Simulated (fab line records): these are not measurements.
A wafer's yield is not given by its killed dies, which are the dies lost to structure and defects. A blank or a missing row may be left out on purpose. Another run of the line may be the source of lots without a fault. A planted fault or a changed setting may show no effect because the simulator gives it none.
fab line records	flow n5_finfet
record: lots: 11	wafers: 33	last_day: 18
route steps=1938 shown MOL_CONTACT_COAG@557 BEOL_M4@1111 BEOL_M15@1819 PASS1_DEP@1831 PASSIVATION@1936
lots untouched by any fault: they come from a run of this same line in which no faults occurred
start_h: hours from the record's first day to the start of the lot's first wafer shown	wait_h: how many hours have passed since the lot's step before this one	" unchanged from the row above	L1.1+2: several wafers, shown together as one row	- no value present, or no start provided	* or withheld: withheld	< > ~ a bound
route shown NAME@n: a module of which the file shows steps, and the number in the route of the first	usual: average and standard deviation across the fault-free wafers	same: alike in all rows	chamber/n: place in a boat	sites: the reading at each site	_std_site: how widely they spread, as a standard deviation	_edge_site: outer sites' mean less inner sites'	radius_mm: for every site, how far away it sits from the centre of the wafer	mask NAME#n: copy n	behind: the last tool/chamber to shape the wafer	hold: what put the lot on hold/how long, in hours/how the hold closed	device: which transistor (n, p or np) failed to switch	end of line: tests run on the same wafers once the route is complete	a step without rows: its recipe alone	killed: dies that structure and defects cost at the first sort, which is not the same as the wafer's yield	map: shows each die of a wafer: x if killed, . if not, _ if none is there
set.NAME: the setting as run; set.NAME@STEP: as run at that earlier step	model.NAME: the simulator's own value behind a step, which no gauge read
route steps across a sampled set of lots; one table per step, one row per wafer
services: when a tool's chamber went out of use (start_h, in hours from the record's first day, below 0 if earlier), for how many hours, and the reason
== steps ==
step: N5_MOL_CONTACT_COAG_WET_ETCH_26
recipe: target: Co	target_depth_nm: 13
lot.wafer	tool	chamber	start_h	wait_h
L617.2+3+4	wet_bench-05	7,5,0	96.36	0.0
L618.2+4+5	wet_bench-06	5,0,1	104.17	0.0
L621.1+3+6	wet_bench-03	4,1,6	116.80	0.0
L623.1+2+4	wet_bench-03	6,4,0	130.39	0.0
L624.1+2+3	wet_bench-06	2,3,1	141.52	0.0
L625.1+2+6	wet_bench-03	1,2,3	147.06	0.0
L626.1+2+4	wet_bench-03	3,4,5	155.25	0.0
L635.1+2+5	wet_bench-06	2,6,5	205.44	0.0
L637.2+5+6	wet_bench-05	0,7,5	214.44	0.0
L638.1+3+4	wet_bench-03	7,2,6	219.10	0.0
L640.1+4+5	wet_bench-03	0,1,2	232.45	0.0
step: N5_BEOL_M4_RC_MEAS_101
usual: DIBL_N: 36.2/1.7	DIBL_P: 36.2/2.2	IOFF_N: 0.16/0.035	IOFF_P: 0.21/0.042	ION_N: 673/13	ION_P: 462/7.9	SS_N: 71.4/0.59	SS_P: 73.2/0.7	VT_N: 250/3.6	VT_P: -251/3.5
lot.wafer	tool	chamber	start_h	wait_h	DIBL_N[mV/V]	DIBL_P[mV/V]	IOFF_N[nA/um]	IOFF_P[nA/um]	ION_N[uA/um]	ION_P[uA/um]	SS_N[mV/dec]	SS_P[mV/dec]	VT_N[mV]	VT_P[mV]
L617.2	prober-01	0	158.81	0.2	39.5	39.9	0.20	0.24	672	458	72.9	74.6	248	-248
L617.3	"	0	"	"	37.5	36.7	0.17	0.20	681	461	71.9	74.5	253	-251
L617.4	"	0	"	"	34.2	33.5	0.11	0.15	642	443	71.0	72.4	256	-256
L618.2	prober-01	0	167.22	0.2	36.3	36.1	0.14	0.19	653	446	70.9	73.0	250	-252
L618.4	"	0	"	"	38.7	40.1	0.21	0.25	688	461	72.5	74.0	243	-247
L618.5	"	0	"	"	36.4	38.5	0.17	0.22	674	465	71.4	73.9	248	-251
L621.1	prober-02	0	178.17	0.0	35.5	34.9	0.14	0.19	667	464	70.9	73.4	251	-251
L621.3	"	0	"	"	34.1	33.8	0.12	0.18	673	467	70.8	72.8	250	-254
L621.6	"	0	"	"	36.4	35.9	0.17	0.21	689	467	71.2	72.6	247	-250
L626.1	prober-01	0	233.47	0.0	38.1	38.7	0.19	0.24	695	468	72.1	73.9	248	-246
L626.2	"	0	"	"	37.1	37.4	0.17	0.22	678	464	72.0	73.7	250	-250
L626.4	"	0	"	"	38.6	39.1	0.19	0.25	681	466	72.6	74.6	245	-246
L635.1	prober-02	0	281.11	0.0	32.5	32.9	0.10	0.15	654	455	71.2	72.3	256	-254
L635.2	"	0	"	"	32.4	31.6	0.10	0.14	648	446	70.5	72.4	256	-255
L635.5	"	0	"	"	32.2	30.7	0.09	0.13	648	446	70.4	72.3	258	-258
L637.2	prober-02	0	284.14	0.2	36.3	37.8	0.16	0.21	675	458	70.9	73.4	251	-251
L637.5	"	0	"	"	35.5	35.8	0.14	0.19	671	461	70.7	73.3	252	-251
L637.6	"	0	"	"	34.4	34.4	0.12	0.16	667	454	71.0	73.1	253	-254
L638.1	prober-01	0	302.20	0.0	37.8	37.2	0.16	0.25	669	459	71.8	73.6	247	-247
L638.3	"	0	"	"	36.2	34.0	0.12	0.19	673	462	71.5	72.6	255	-251
L638.4	"	0	"	"	37.1	34.9	0.15	0.21	675	470	70.9	72.3	249	-249
L640.1	prober-01	0	305.78	0.0	34.9	36.8	0.15	0.17	665	450	70.6	73.9	252	-257
L640.4	"	0	"	"	35.1	35.5	0.14	0.16	672	451	71.4	73.2	252	-259
L640.5	"	0	"	"	34.1	35.1	0.13	0.16	666	454	71.0	73.1	255	-258
step: N5_BEOL_M15_SPUTTER_43
recipe: material: TaN	target_thk_a: 150	temp_c: 50	bias_v: 168.6	power_w: 15000	chamber_pressure_pa: 0.12	time_s: 24.19
usual: throttle_valve_pct: 30.3/1.3
lot.wafer	tool	chamber	start_h	wait_h	throttle_valve_pct
L617.2	pvd_sputter-03	-	258.90	0.0	29.8
L617.3	"	-	"	"	28.2
L617.4	"	-	"	"	32.5
L618.2	pvd_sputter-03	-	262.61	0.0	29.6
L618.4	"	-	"	"	30.2
L618.5	"	-	"	"	30.4
L621.1	pvd_sputter-03	-	270.12	0.0	29.7
L621.3	"	-	"	"	32.2
L621.6	"	-	"	"	32.1
L626.1	pvd_sputter-03	-	314.19	0.0	28.5
L626.2	"	-	"	"	30.4
L626.4	"	-	"	"	32.4
L637.2	pvd_sputter-02	-	370.72	0.0	29.9
L637.5	"	-	"	"	30.2
L637.6	"	-	"	"	28.1
L635.1	pvd_sputter-02	-	373.44	0.0	31.2
L635.2	"	-	"	"	30.2
L635.5	"	-	"	"	31.2
L638.1	pvd_sputter-03	-	388.71	0.0	28.4
L638.3	"	-	"	"	30.4
L638.4	"	-	"	"	29.9
L640.1	pvd_sputter-03	-	399.48	0.0	29.8
L640.4	"	-	"	"	28.2
L640.5	"	-	"	"	28.2
step: N5_BEOL_M15_THK_MEAS_50
recipe: thk_meas_gauge: xrf	reads: Cu_of_BEOL_M15_ECD_47
usual: M15_THK: 855/18
lot.wafer	tool	chamber	start_h	wait_h	M15_THK[nm]
L617.2	film_metro-02	-	260.97	-	893
L617.3	"	-	"	"	864
L617.4	"	-	"	"	858
L618.2	film_metro-01	-	263.88	-	878
L618.4	"	-	"	"	858
L618.5	"	-	"	"	874
L621.1	film_metro-02	-	271.23	-	831
L621.3	"	-	"	"	884
L621.6	"	-	"	"	825
L626.1	film_metro-02	-	315.77	-	880
L626.2	"	-	"	"	840
L626.4	"	-	"	"	848
L637.2	film_metro-02	-	371.83	-	857
L637.5	"	-	"	"	862
L637.6	"	-	"	"	887
L635.1	film_metro-02	-	374.66	-	839
L635.2	"	-	"	"	889
L635.5	"	-	"	"	852
L638.1	film_metro-01	-	390.02	-	855
L638.3	"	-	"	"	883
L638.4	"	-	"	"	835
L640.1	film_metro-02	-	400.89	-	840
L640.4	"	-	"	"	872
L640.5	"	-	"	"	851
step: N5_PASSIVATION_PECVD_00
recipe: material: SiO2	target_thk_a: 2000	temp_c: 400	precursor: SiH4/N2O	pressure_torr: 2.7	rf_w: 608	time_s: 11.2
usual: chamber_pressure_Torr: 2.701/0.0062	heater_power_w: 660/110	showerhead_plenum_p_Torr: 8.23/0.097	showerhead_vpp_V: 1534/63	throttle_valve_pct: 51.3/2
lot.wafer	tool	chamber	start_h	wait_h	chamber_pressure_Torr	heater_power_w	showerhead_plenum_p_Torr	showerhead_vpp_V	throttle_valve_pct
L617.2	pecvd-01	2	262.14	0.7	2.704	816	8.31	1416	47.6
L617.3	"	0	"	"	2.702	590	8.14	1579	52.4
L617.4	"	2	"	"	2.706	812	8.30	1387	47.6
L618.2	pecvd-02	2	265.03	0.7	2.703	530	8.20	1542	50.1
L618.4	"	1	"	"	2.703	569	8.19	1556	52.8
L618.5	"	0	"	"	2.689	678	8.41	1523	50.4
L621.1	pecvd-02	2	272.40	0.8	2.701	539	8.20	1538	49.9
L621.3	"	0	"	"	2.696	738	8.41	1510	50.6
L621.6	"	0	"	"	2.704	739	8.43	1510	50.4
L626.1	pecvd-02	0	316.91	0.8	2.709	763	8.37	1503	50.5
L626.2	"	1	"	"	2.703	610	8.19	1567	52.6
L626.4	"	0	"	"	2.706	774	8.40	1545	50.5
L637.2	pecvd-02	0	372.97	0.7	2.702	690	8.37	1493	50.4
L637.5	"	0	"	"	2.715	703	8.38	1482	50.4
L637.6	"	2	"	"	2.706	543	8.20	1556	50.5
L635.1	pecvd-01	0	375.85	0.8	2.695	646	8.15	1581	53.1
L635.2	"	1	"	"	2.711	830	8.23	1580	53.2
L635.5	"	2	"	"	2.704	742	8.30	1428	47.9
L638.1	pecvd-02	2	391.16	0.8	2.697	534	8.20	1558	50.1
L638.3	"	2	"	"	2.707	540	8.20	1558	50.4
L638.4	"	0	"	"	2.707	776	8.40	1531	50.1
L640.1	pecvd-01	2	402.06	0.8	2.691	830	8.32	1452	48.1
L640.4	"	0	"	"	2.715	599	8.15	1582	52.8
L640.5	"	2	"	"	2.696	819	8.31	1436	48.2
step: N5_PASSIVATION_PROBE_49
usual: defect_limited_yield: 91.4/1.4	killed_at_M0_to_M3: 31/10	killed_at_M4_up: 14/5.6	killed_at_contacts: 13/6.3	killed_at_front_end: 39/10	killed_at_other: 4/3.1	killed_dies: 101/16	killed_on_rim: 13/3.9	killed_open: 65/13	killed_short: 34/7.2	sort_bin_5_function: 5.1/0.88	sort_bin_6_memory: 3.2/0.66	sort_bin_8_speed: 0.00/0.007	sort_n_pass: 1079/16	sort_yield_pct: 91.4/1.4
same: gross_dies: 1180	killed_at_back_side: 0	sort_bin_4_leakage[%]: 0
lot.wafer	tool	chamber	start_h	wait_h	defect_limited_yield[%]	killed_at_M0_to_M3	killed_at_M4_up	killed_at_contacts	killed_at_front_end	killed_at_other	killed_dies	killed_on_rim	killed_open	killed_short	sort_bin_5_function[%]	sort_bin_6_memory[%]	sort_bin_8_speed[%]	sort_n_pass	sort_yield_pct[%]
L623.1	prober-01	-	294.80	0.0	0	23	6	1117	32	2	1180	152	44	27	97.5	2.5	0	0	0
L623.2	prober-01	-	294.85	0.1	0	37	13	1094	34	2	1180	152	74	26	96.8	3.0	0	0	0
L623.4	prober-01	-	294.95	0.2	0	31	9	1103	34	3	1180	152	51	29	96.8	2.9	0	0	0
L624.1	prober-01	-	316.07	0.0	0	45	9	1094	29	3	1180	152	71	37	96.4	3.1	0	0	0
L624.2	prober-01	-	316.12	0.1	0	37	10	1095	34	4	1180	152	63	35	96.7	3.1	0	0	0
L624.3	prober-01	-	316.17	0.1	0	31	3	1104	37	5	1180	152	46	35	97.3	2.6	0	0	0
L625.1	prober-02	-	325.07	0.0	0	43	8	1090	38	1	1180	152	57	40	96.8	3.0	0	0	0
L625.2	prober-02	-	325.12	0.1	0	37	13	1078	50	2	1180	152	64	45	95.7	3.3	0	0	0
L625.6	prober-02	-	325.32	0.3	0	22	11	1086	48	13	1180	152	55	44	96.7	2.6	0	0	0
L640.1	prober-02	-	436.37	0.0	92.4	27	6	5	49	3	90	14	56	34	4.4	2.9	0	1090	92.4
L640.4	prober-02	-	436.52	0.2	91.9	26	10	8	49	2	95	12	67	28	4.2	3.7	0	1085	91.9
L640.5	prober-02	-	436.57	0.2	93.3	32	9	2	35	1	79	3	57	22	4.1	2.3	0	1101	93.3
killed by level:class
L623.1 MOL_CONTACT_COAG:area_etch=1107 FIN_SAQP:geometric_particle:open=8 MOL_CONTACT_COAG:geometric_particle:open=7 FIN_SAQP:geometric_particle:short=6 BEOL_M0_SAQP:geometric_particle:open=6 GATE_CUT:geometric_particle:short=4 BEOL_M1:geometric_particle:short=4 MOL_CONTACT_COAG:geometric_particle:short=3
L623.2 MOL_CONTACT_COAG:area_etch=1080 BEOL_M3:geometric_particle:open=16 MOL_CONTACT_COAG:geometric_particle:open=13 FIN_SAQP:geometric_particle:short=7 BEOL_M0_SAQP:geometric_particle:short=6 STI_FIN_REVEAL:geometric_particle:open=5 BEOL_M2:geometric_particle:open=5 DUMMY_GATE:geometric_particle:open=4
L623.4 MOL_CONTACT_COAG:area_etch=1099 BEOL_M0_SAQP:geometric_particle:open=13 FIN_SAQP:geometric_particle:short=10 BEOL_M0_SAQP:geometric_particle:short=7 FIN_SAQP:geometric_particle:open=6 BEOL_M1:geometric_particle:open=5 BEOL_M8:geometric_particle:open=4 MOL_CONTACT_COAG:geometric_particle:open=3
L624.1 MOL_CONTACT_COAG:area_etch=1072 MOL_CONTACT_COAG:geometric_particle:open=16 BEOL_M1:geometric_particle:open=10 BEOL_M0_SAQP:geometric_particle:short=8 BEOL_M3:geometric_particle:open=8 STI_FIN_REVEAL:geometric_particle:open=7 BEOL_M0_SAQP:geometric_particle:open=7 MOL_CONTACT_COAG:geometric_particle:short=6
L624.2 MOL_CONTACT_COAG:area_etch=1081 MOL_CONTACT_COAG:geometric_particle:open=14 BEOL_M0_SAQP:geometric_particle:short=10 BEOL_M0_SAQP:geometric_particle:open=7 STI_FIN_REVEAL:geometric_particle:open=6 BEOL_M3:geometric_particle:open=6 BEOL_M4:geometric_particle:open=5 FIN_SAQP:geometric_particle:open=4
L624.3 MOL_CONTACT_COAG:area_etch=1099 BEOL_M0_SAQP:geometric_particle:open=9 STI_FIN_REVEAL:geometric_particle:short=8 STI_FIN_REVEAL:geometric_particle:open=8 BEOL_M0_SAQP:geometric_particle:short=6 BEOL_M3:geometric_particle:open=6 GATE_CUT:geometric_particle:short=5 BEOL_M1:geometric_particle:open=5
L625.1 MOL_CONTACT_COAG:area_etch=1083 GATE_CUT:geometric_particle:short=12 BEOL_M2:geometric_particle:open=10 BEOL_M4:geometric_particle:open=6 GATE_CUT:geometric_particle:open=6 BEOL_M3:geometric_particle:open=6 BEOL_M0_SAQP:geometric_particle:short=5 BEOL_M0_SAQP:geometric_particle:open=5
L625.2 MOL_CONTACT_COAG:area_etch=1070 BEOL_M2:geometric_particle:open=13 STI_FIN_REVEAL:geometric_particle:open=10 GATE_CUT:geometric_particle:short=10 BEOL_M0_SAQP:geometric_particle:open=7 FIN_SAQP:geometric_particle:short=5 FIN_SAQP:geometric_particle:open=5 BEOL_M0_SAQP:geometric_particle:short=5
L625.6 MOL_CONTACT_COAG:area_etch=1079 FIN_SAQP:geometric_particle:short=9 BEOL_M0_SAQP:geometric_particle:short=9 MOL_CONTACT_COAG:geometric_particle:open=7 FIN_SAQP:geometric_particle:open=6 GATE_CUT:geometric_particle:short=6 BEOL_M0_SAQP:geometric_particle:open=6 STI_FIN_REVEAL:geometric_particle:open=5
L640.1 FIN_SAQP:geometric_particle:short=13 BEOL_M3:geometric_particle:open=10 STI_FIN_REVEAL:geometric_particle:open=9 FIN_SAQP:geometric_particle:open=7 DUMMY_GATE:geometric_particle:open=5 MOL_CONTACT_COAG:geometric_particle:open=5 BEOL_M2:geometric_particle:open=4 DUMMY_GATE:geometric_particle:short=3
L640.4 FIN_SAQP:geometric_particle:open=16 FIN_SAQP:geometric_particle:short=10 BEOL_M2:geometric_particle:open=9 STI_FIN_REVEAL:geometric_particle:open=8 MOL_CONTACT_COAG:geometric_particle:open=7 BEOL_M3:geometric_particle:open=6 BEOL_M0_SAQP:geometric_particle:open=3 BEOL_M0:geometric_particle:open=3
L640.5 FIN_SAQP:geometric_particle:open=18 BEOL_M3:geometric_particle:open=12 FIN_SAQP:geometric_particle:short=9 BEOL_M1:geometric_particle:open=5 BEOL_M2:geometric_particle:open=4 BEOL_M0_SAQP:geometric_particle:open=3 BEOL_M3:geometric_particle:short=3 BEOL_M10:geometric_particle:open=3
== services ==
tool	chamber	start_h	hours	kind
pecvd-02	2	76.46	5.5	scheduled_down
pecvd-02	0	81.92	2.1	scheduled_down
pecvd-01	-	83.17	6.0	pm
pecvd-01	-	89.86	14.6	pm
pvd_sputter-02	-	96.25	1.8	repair
pvd_sputter-03	-	101.23	1.1	repair
pecvd-01	0	121.18	2.1	scheduled_down
pecvd-01	2	169.32	2.1	scheduled_down
pecvd-02	-	181.06	0.7	repair
wet_bench-06	-	183.07	1.5	repair
pecvd-01	-	191.71	0.4	repair
pecvd-01	2	202.38	-	clean
pecvd-01	2	202.38	-	consumable_replace:showerhead
pecvd-01	2	202.38	29.0	scheduled_down
pecvd-02	2	213.72	5.5	scheduled_down
wet_bench-03	-	268.25	4.6	repair
pecvd-02	1	281.52	5.5	scheduled_down
pecvd-02	-	297.64	0.7	repair
pecvd-01	-	329.36	1.0	repair
pvd_sputter-03	-	355.26	3.1	repair
pecvd-02	1	383.62	-	clean
pecvd-02	1	383.62	-	consumable_replace:showerhead
pecvd-02	1	383.62	29.0	scheduled_down
pecvd-02	1	383.62	29.0	vent_cycle
== key ==
first_sign: step: N5_PASSIVATION_PROBE_49	reading: killed_at_contacts	direction: up	sigmas: 99+	usual: 13	struck: 1096
effect: step: N5_PASSIVATION_PROBE_49	reading: sort_bin_5_function	direction: up	sigmas: 99+	usual: 5.1	struck: 96.7
more_kills_born_at: N5_MOL_CONTACT_COAG_WET_ETCH_26@wet_bench-03: 6518	N5_MOL_CONTACT_COAG_WET_ETCH_26@wet_bench-06: 3252
met_at N5_MOL_CONTACT_COAG_WET_ETCH_26
struck_lots L623,L624,L625
later_rows_left_out L623.1,L623.2,L623.4,L624.1,L624.2,L624.3,L625.1,L625.2,L625.6
not_acting_at N5_BEOL_M15_SPUTTER_43,N5_BEOL_M15_THK_MEAS_50,N5_PASSIVATION_PECVD_00
onset_between 116.80 130.39
fault: kind: skipped_step_whole	tool: wet_bench-03,wet_bench-06	chamber: -	onset_h: 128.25	steps: N5_MOL_CONTACT_COAG_WET_ETCH_26	scope: struck_lots_only
later_rows_left_out: the simulator's readings of these wafers behind a module that went badly wrong aren't trusted and aren't shown, but for the sort
